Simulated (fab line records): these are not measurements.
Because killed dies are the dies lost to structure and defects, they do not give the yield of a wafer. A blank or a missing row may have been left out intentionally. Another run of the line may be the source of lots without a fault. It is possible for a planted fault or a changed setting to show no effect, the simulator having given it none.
Matching of chambers + flow n5Finfet + N5_BEOL_M13_DEP_53 on pecvd-02 has 3 sister chambers
The step deposits SiCN from 3MS/NH3, target thk 50 nm, time 17.8 s. 3 wafers are shown with their chamber, then 12 later ones without.

WAFERS WITH THEIR CHAMBER
| wafer  | chamber | throttleValvePct (%) |
|--------|---------|----------------------|
| L092.1 | 1       | 17.1                 |
| L092.2 | 0       | 19.7                 |
| L092.3 | 2       | 18.7                 |

WAFERS WITH NO CHAMBER GIVEN
| wafer  | throttleValvePct (%) |
|--------|----------------------|
| L092.4 | 18.9                 |
| L092.5 | 19.6                 |
| L092.6 | 17.0                 |
| L090.2 | 16.8                 |
| L090.3 | 19.9                 |
| L090.6 | 18.5                 |
| L094.1 | 16.7                 |
| L094.5 | 16.9                 |
| L094.6 | 19.7                 |
| L095.1 | 18.9                 |
| L095.3 | 19.5                 |
| L095.4 | 19.6                 |

WHICH CHAMBER EACH ONE RAN IN
| wafer  | from the rows above | in truth |
|--------|---------------------|----------|
| L092.4 | 2                   | 2        |
| L092.5 | 0                   | 0        |
| L092.6 | 1                   | 1        |
| L090.2 | 1                   | 1        |
| L090.3 | 0                   | 0        |
| L090.6 | 2                   | 2        |
| L094.1 | 1                   | 1        |
| L094.5 | 1                   | 1        |
| L094.6 | 0                   | 0        |
| L095.1 | 2                   | 2        |
| L095.3 | 0                   | 0        |
| L095.4 | 0                   | 0        |
Placed correctly: 12 of 12. Can't be placed from these rows: 0. 0 placed wrongly.
How it was worked out, from the rows above alone: a wafer's distance from a chamber is the root of the sum, over the readings, of the square of ((its reading less the chamber's mean) divided by the reading's scatter). If the next closest chamber is less than 2 further off than the closest, the wafer can't be placed; otherwise it belongs to the closest. The mean given for a chamber averages the wafers shown for that chamber. The scatter (one wafer shown for each chamber): square how far every hidden wafer sits from the nearest shown wafer, average those squares and take the square root.
